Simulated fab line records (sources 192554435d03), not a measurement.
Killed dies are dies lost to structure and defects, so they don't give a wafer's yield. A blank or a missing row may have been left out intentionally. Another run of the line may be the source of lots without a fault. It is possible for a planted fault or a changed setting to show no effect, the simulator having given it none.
Split-lot study :: flow n5_finfet :: 21 wafers read across 7 lots, on a route 1938 steps long

## THE SPLIT
At N5_BEOL_M13_TRENCH_ETCH_34 (etches SiOC in C4F8/O2/Ar, target depth 413.47 nm, time 162.6 s), the setting time_s was moved away from the recipe's 162.6 s on 5 of the 21 wafers read, by -19.7% to +18.8%. All remaining wafers had this setting at the recipe value.

## FROM THE SPLIT TO THE READING: what the file shows between them, 10 steps
- N5_BEOL_M13_STRIP_70: strips in C4F8/O2/Ar
- N5_BEOL_M13_OCD_MEAS_35
- N5_BEOL_M13_STRIP_37: strips in N2/H2
- N5_BEOL_M13_ETCH_38: etches SiCN in CF4/N2, target depth 67.5 nm, time 71.9 s
- N5_BEOL_M13_ECD_47: material Cu, target thk 936 nm
- N5_BEOL_M13_ANNEAL_48: time 90 s
- N5_BEOL_M13_CMP_49: polishes, stops on SiOC, t overpolish 17.1 s, target thk 420 nm
- N5_BEOL_M13_THK_MEAS_50: measures by xrf
- N5_BEOL_M13_PRE_CLEAN_52: time 15 s
- N5_BEOL_M13_DEP_53: deposits SiCN from 3MS/NH3, target thk 50 nm, time 17.8 s

## THE READING
M13_RS in ohm/sq, measured at N5_BEOL_M13_RS_MEAS_54 by four-point-probe. Typical for fault-free wafers on this fab line: 0.0449 ohm/sq, with standard deviation 0.0007 ohm/sq.

wafer: L075.2
tool, chamber at the split: rie_diel-03, 1
time_s as run, s: 162.6
against the recipe: recipe
M13_RS, ohm/sq: 0.0434
against lot-mates on the recipe: -

wafer: L075.5
tool, chamber at the split: rie_diel-03, 1
time_s as run, s: 162.6
against the recipe: recipe
M13_RS, ohm/sq: 0.0433
against lot-mates on the recipe: -

wafer: L075.6
tool, chamber at the split: rie_diel-03, 0
time_s as run, s: 162.6
against the recipe: recipe
M13_RS, ohm/sq: 0.0459
against lot-mates on the recipe: -

wafer: L080.1
tool, chamber at the split: rie_diel-05, 2
time_s as run, s: 162.6
against the recipe: recipe
M13_RS, ohm/sq: 0.0449
against lot-mates on the recipe: -

wafer: L080.2
tool, chamber at the split: rie_diel-05, 0
time_s as run, s: 162.6
against the recipe: recipe
M13_RS, ohm/sq: 0.0450
against lot-mates on the recipe: -

wafer: L080.3
tool, chamber at the split: rie_diel-05, 1
time_s as run, s: 162.6
against the recipe: recipe
M13_RS, ohm/sq: 0.0444
against lot-mates on the recipe: -

wafer: L083.1
tool, chamber at the split: rie_diel-05, 1
time_s as run, s: 162.6
against the recipe: recipe
M13_RS, ohm/sq: 0.0449
against lot-mates on the recipe: -

wafer: L083.4
tool, chamber at the split: rie_diel-05, 3
time_s as run, s: 162.6
against the recipe: recipe
M13_RS, ohm/sq: 0.0441
against lot-mates on the recipe: -

wafer: L083.6
tool, chamber at the split: rie_diel-05, 0
time_s as run, s: 162.6
against the recipe: recipe
M13_RS, ohm/sq: 0.0454
against lot-mates on the recipe: -

wafer: L088.1
tool, chamber at the split: rie_diel-03, 3
time_s as run, s: 162.6
against the recipe: recipe
M13_RS, ohm/sq: 0.0444
against lot-mates on the recipe: -

wafer: L088.4
tool, chamber at the split: rie_diel-03, 2
time_s as run, s: 131.2
against the recipe: -19.3%
M13_RS, ohm/sq: 0.0563
against lot-mates on the recipe: +0.0113

wafer: L088.5
tool, chamber at the split: rie_diel-03, 2
time_s as run, s: 162.6
against the recipe: recipe
M13_RS, ohm/sq: 0.0456
against lot-mates on the recipe: -

wafer: L086.2
tool, chamber at the split: rie_diel-04, 0
time_s as run, s: 162.6
against the recipe: recipe
M13_RS, ohm/sq: 0.0455
against lot-mates on the recipe: -

wafer: L086.3
tool, chamber at the split: rie_diel-04, 2
time_s as run, s: 148.7
against the recipe: -8.5%
M13_RS, ohm/sq: 0.0501
against lot-mates on the recipe: +0.0055

wafer: L086.4
tool, chamber at the split: rie_diel-04, 1
time_s as run, s: 162.6
against the recipe: recipe
M13_RS, ohm/sq: 0.0437
against lot-mates on the recipe: -

wafer: L087.2
tool, chamber at the split: rie_diel-03, 0
time_s as run, s: 130.6
against the recipe: -19.7%
M13_RS, ohm/sq: 0.0572
against lot-mates on the recipe: +0.0128

wafer: L087.3
tool, chamber at the split: rie_diel-03, 1
time_s as run, s: 130.6
against the recipe: -19.7%
M13_RS, ohm/sq: 0.0551
against lot-mates on the recipe: +0.0107

wafer: L087.4
tool, chamber at the split: rie_diel-03, 3
time_s as run, s: 162.6
against the recipe: recipe
M13_RS, ohm/sq: 0.0444
against lot-mates on the recipe: -

wafer: L096.2
tool, chamber at the split: rie_diel-05, 3
time_s as run, s: 193.1
against the recipe: +18.8%
M13_RS, ohm/sq: 0.0371
against lot-mates on the recipe: -0.0072

wafer: L096.4
tool, chamber at the split: rie_diel-05, 1
time_s as run, s: 162.6
against the recipe: recipe
M13_RS, ohm/sq: 0.0448
against lot-mates on the recipe: -

wafer: L096.6
tool, chamber at the split: rie_diel-05, 3
time_s as run, s: 162.6
against the recipe: recipe
M13_RS, ohm/sq: 0.0439
against lot-mates on the recipe: -

FIT RESULTS
A straight line over all 21 wafers: M13_RS changes by -0.000543 ohm/sq for each +1% of time_s; r = -0.98; the points scatter about the line by 0.001 ohm/sq.
The same after taking each lot's own level away (the mean of its wafers on the recipe; 21 wafers): -0.000539 ohm/sq for each +1%; r = -0.98; scatter 0.001 ohm/sq.
Per that fit: largest time_s move, reading shift of 0.011 ohm/sq.
The lots' own levels span 0.04420 to 0.04500 ohm/sq, that is 1.1 times the standard deviation above.
Hence the lot-to-lot level has little effect on the slope; both slopes agree.
Check: with one of the wafers moved furthest among these (-19.7%) left out of the fit, the line predicts +0.0103 ohm/sq for it against its lot-mates. Against them it came out at +0.0128 ohm/sq.

## OTHER SPLITS ON THESE WAFERS
Note: prior to the reading, these wafers also went through further splits. Each is held against what the fit with the lots' levels taken away leaves over:
other split on the same wafers: N5_BEOL_M12_STRIP_37 h2_flow_sccm
wafers away from the commonest value: 6
r with M13_RS (lot level and that fit taken away): -0.16

## THE WHOLE CHAIN: every reading that the file lists as answering this split, in the file's order
step: N5_BEOL_M13_TRENCH_ETCH_34
what it does: etches SiOC in C4F8/O2/Ar, target depth 413.47 nm, time 162.6 s
reading: etch.depth_nm (the simulator's own value, which no gauge read)
change (the file's fit): +4.36 nm for each +1% of the setting
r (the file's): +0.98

step: N5_BEOL_M13_OCD_MEAS_35
what it does: 
reading: trench_depth_nm
change (the file's fit): +4.37 nm for each +1% of the setting
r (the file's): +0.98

step: N5_BEOL_M13_CMP_49
what it does: polishes, stops on SiOC, t overpolish 17.1 s, target thk 420 nm
reading: Cu_of_BEOL_M13_ECD_47.thk_nm (the simulator's own value, which no gauge read)
change (the file's fit): +4.36 nm for each +1% of the setting
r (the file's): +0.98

step: N5_BEOL_M13_THK_MEAS_50
what it does: measures by xrf
reading: M13_THK
change (the file's fit): +4.39 for each +1% of the setting
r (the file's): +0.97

step: N5_BEOL_M13_RS_MEAS_54
what it does: measures by four-point-probe
reading: M13_RS
change (the file's fit): -0.000533 for each +1% of the setting
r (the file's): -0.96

## FILE'S OWN FIT
M13_RS changes by -0.000533 ohm/sq for each +1% of time_s, r = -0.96.
